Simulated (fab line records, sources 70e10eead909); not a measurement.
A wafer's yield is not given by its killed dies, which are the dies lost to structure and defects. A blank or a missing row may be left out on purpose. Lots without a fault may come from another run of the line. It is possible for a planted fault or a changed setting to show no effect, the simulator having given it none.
Which of the tools did it? + flow nand_harc + 12 lots, 36 wafers sampled, at 6 steps of a route of 1159

## WHAT EACH GAUGE READ, for each wafer
NHARC_P_M1_INSPECT_27.
| lot  | measured     | on                | raw_defect_count |
|------|--------------|-------------------|------------------|
| L562 | day 6 02:59  | defect_inspect-02 | 189 157 138      |
| L561 | day 6 08:31  | defect_inspect-02 | 224 189 232      |
| L570 | day 8 11:37  | defect_inspect-01 | 330 330 296      |
| L573 | day 9 10:13  | defect_inspect-01 | 402 152 218      |
| L574 | day 9 12:20  | defect_inspect-01 | 189 388 194      |
| L576 | day 9 19:00  | defect_inspect-02 | 343 282 267      |
| L577 | day 9 20:29  | defect_inspect-01 | 241 338 473      |
| L579 | day 10 16:27 | defect_inspect-01 | 219 265 332      |
| L578 | day 10 16:48 | defect_inspect-02 | 479 229 525      |
| L580 | day 10 18:32 | defect_inspect-01 | 712 291 179      |
| L581 | day 11 02:29 | defect_inspect-02 | 143 161 195      |
| L582 | day 11 09:25 | defect_inspect-02 | 676 502 410      |

NHARC_P_M2_CD_MEAS_09: the cd target is 170 nm.
| lot  | measured     | on        | cd_nm (nm)        |
|------|--------------|-----------|-------------------|
| L562 | day 6 04:22  | cd_sem-03 | 169.6 169.3 169.6 |
| L561 | day 6 09:55  | cd_sem-01 | 169.8 170.1 170.5 |
| L570 | day 8 13:03  | cd_sem-01 | 170.2 178.7 170.3 |
| L573 | day 9 11:32  | cd_sem-02 | 170.2 170.2 169.6 |
| L574 | day 9 14:06  | cd_sem-01 | 169.3 170.6 170.2 |
| L576 | day 9 20:24  | cd_sem-03 | 169.7 170.0 169.5 |
| L577 | day 9 21:53  | cd_sem-03 | 171.1 170.1 169.9 |
| L579 | day 10 17:43 | cd_sem-01 | 169.8 170.1 170.3 |
| L578 | day 10 18:05 | cd_sem-02 | 170.6 170.9 170.2 |
| L580 | day 10 19:49 | cd_sem-03 | 170.2 170.1 170.2 |
| L581 | day 11 04:10 | cd_sem-01 | 169.4 169.4 168.7 |
| L582 | day 11 10:57 | cd_sem-03 | 170.3 170.4 169.7 |

NHARC_END_SORT_01.
| lot  | measured     | on        | defect_limited_yield (%) | killed_at_array | killed_at_other | killed_at_periphery | killed_dies | killed_open | killed_short | sort_bin_2_pct (%) | sort_bin_3_pct (%) | sort_bin_4_pct (%) | sort_n_pass | sort_rim_yield_pct (%) | sort_yield_pct (%) |
|------|--------------|-----------|--------------------------|-----------------|-----------------|---------------------|-------------|-------------|--------------|--------------------|--------------------|--------------------|-------------|------------------------|--------------------|
| L580 | day 24 04:32 | prober-02 | 96.2 95.7 95.4           | 17 25 21        | 0 0 1           | 9 4 9               | 26 29 31    | 2 5 2       | 6 3 1        | 0.9 1.5 1.3        | 0.15 0.15 0.30     | 2.8 2.7 3.0        | 651 648 646 | 97.2 97.2 99.1         | 96.2 95.7 95.4     |

## WHICH TOOL RAN EACH LOT (tool, then ch and the chambers of the sampled wafers, then the start)
| lot  | NHARC_P_M1_DEGAS_29          | NHARC_P_M2_EXPOSE_06               | NHARC_P_M2_DEGAS_29          |
|------|------------------------------|------------------------------------|------------------------------|
| L562 | pvd_sputter-01, day 6 01:25  | arfi_scanner-03 ch 0, day 6 04:14  | pvd_sputter-03, day 6 05:35  |
| L561 | pvd_sputter-03, day 6 06:52  | arfi_scanner-01 ch 0, day 6 09:46  | pvd_sputter-01, day 6 11:32  |
| L570 | pvd_sputter-03, day 8 10:04  | arfi_scanner-02 ch 0, day 8 12:55  | pvd_sputter-01, day 8 14:28  |
| L573 | pvd_sputter-01, day 9 08:40  | arfi_scanner-01 ch 0, day 9 11:23  | pvd_sputter-02, day 9 12:54  |
| L574 | pvd_sputter-02, day 9 10:44  | arfi_scanner-03 ch 0, day 9 13:58  | pvd_sputter-01, day 9 15:19  |
| L576 | pvd_sputter-01, day 9 17:26  | arfi_scanner-01 ch 0, day 9 20:16  | pvd_sputter-02, day 9 21:41  |
| L577 | pvd_sputter-03, day 9 18:56  | arfi_scanner-03 ch 0, day 9 21:44  | pvd_sputter-01, day 9 23:09  |
| L579 | pvd_sputter-01, day 10 14:54 | arfi_scanner-03 ch 0, day 10 17:35 | pvd_sputter-02, day 10 19:08 |
| L578 | pvd_sputter-02, day 10 15:16 | arfi_scanner-03 ch 0, day 10 17:56 | pvd_sputter-02, day 10 19:44 |
| L580 | pvd_sputter-01, day 10 16:59 | arfi_scanner-03 ch 0, day 10 19:41 | pvd_sputter-03, day 10 21:06 |
| L581 | pvd_sputter-02, day 11 00:52 | arfi_scanner-01 ch 0, day 11 04:01 | pvd_sputter-02, day 11 05:23 |
| L582 | pvd_sputter-01, day 11 07:50 | arfi_scanner-01 ch 0, day 11 10:49 | pvd_sputter-03, day 11 12:14 |
- NHARC_P_M1_DEGAS_29: time 60 s.
- NHARC_P_M2_EXPOSE_06: exposes mask P M2, target cd 170 nm.
- NHARC_P_M2_DEGAS_29: time 60 s.

## WHAT THE TOOLS THEMSELVES READ (means of the sampled wafers that have a number; where no wafer has one, the mark that the record gives instead)
NHARC_P_M1_DEGAS_29.
| lot  | tool           | heater_power_w (W) |
|------|----------------|--------------------|
| L562 | pvd_sputter-01 | 308                |
| L561 | pvd_sputter-03 | 339                |
| L570 | pvd_sputter-03 | 338                |
| L573 | pvd_sputter-01 | 309                |
| L574 | pvd_sputter-02 | 312                |
| L576 | pvd_sputter-01 | 332                |
| L577 | pvd_sputter-03 | 338                |
| L579 | pvd_sputter-01 | 334                |
| L578 | pvd_sputter-02 | 306                |
| L580 | pvd_sputter-01 | 323                |
| L581 | pvd_sputter-02 | 323                |
| L582 | pvd_sputter-01 | 333                |

NHARC_P_M2_EXPOSE_06.
| lot  | tool            | focus_offset_nm (nm) | stage_vel_mm_s (mm/s) |
|------|-----------------|----------------------|-----------------------|
| L562 | arfi_scanner-03 | 0.8                  | 499.89                |
| L561 | arfi_scanner-01 | -0.1                 | 499.76                |
| L570 | arfi_scanner-02 | 0.2                  | 499.82                |
| L573 | arfi_scanner-01 | -0.2                 | 500.01                |
| L574 | arfi_scanner-03 | -0.2                 | 499.79                |
| L576 | arfi_scanner-01 | -0.3                 | 500.03                |
| L577 | arfi_scanner-03 | 0.4                  | 500.39                |
| L579 | arfi_scanner-03 | -0.4                 | 499.99                |
| L578 | arfi_scanner-03 | -0.4                 | 500.06                |
| L580 | arfi_scanner-03 | 0.3                  | 500.04                |
| L581 | arfi_scanner-01 | -0.4                 | 500.22                |
| L582 | arfi_scanner-01 | 0.0                  | 500.23                |

NHARC_P_M2_DEGAS_29.
| lot  | tool           | heater_power_w (W) |
|------|----------------|--------------------|
| L562 | pvd_sputter-03 | 336                |
| L561 | pvd_sputter-01 | 306                |
| L570 | pvd_sputter-01 | 316                |
| L573 | pvd_sputter-02 | 312                |
| L574 | pvd_sputter-01 | 327                |
| L576 | pvd_sputter-02 | 301                |
| L577 | pvd_sputter-01 | 330                |
| L579 | pvd_sputter-02 | 307                |
| L578 | pvd_sputter-02 | 306                |
| L580 | pvd_sputter-03 | 332                |
| L581 | pvd_sputter-02 | 313                |
| L582 | pvd_sputter-03 | 344                |

## THE ANSWER, worked out from the rows above alone
Rule: the usual values come from the lots themselves. Put in order of their means at a reading, lots are off if they are a third of the lots or fewer, leave a main group of 4 or more, and stand apart from it by a gap of 3 or more times the standard deviation of the main group's means; of several such gaps the widest counts. A main group is skipped when, at the precision printed for the reading in the tables above, its means are all equal. A lot without any number at a reading at which 4 lots or more have one is off too. The other lots that the step has rows for count as sound. The gauges are gone through in route order, then the tools' own readings, and for those a lot's mean is taken as printed above. At the first step where some lot is off, the reading lying furthest off is the one used; lots without a number count as furthest.
Off: L570, at NHARC_P_M2_CD_MEAS_09 (cd_nm). The main group has a mean of 170.0 nm with a standard deviation of 0.37.
A tool fits if, at a process step before that reading, it ran every lot that is off, and no sound lot after the first of them. Gauges at NHARC_P_M2_CD_MEAS_09: tried the same way as those tools. One candidate fits, namely arfi_scanner-02 at NHARC_P_M2_EXPOSE_06. It ran no sound lot before its first lot that is off in this sample, so the start can't be narrowed down.

## WHAT THE SIMULATOR HAD INSERTED
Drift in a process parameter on arfi_scanner-02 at NHARC_P_M2_EXPOSE_06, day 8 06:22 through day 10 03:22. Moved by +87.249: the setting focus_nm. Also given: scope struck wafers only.
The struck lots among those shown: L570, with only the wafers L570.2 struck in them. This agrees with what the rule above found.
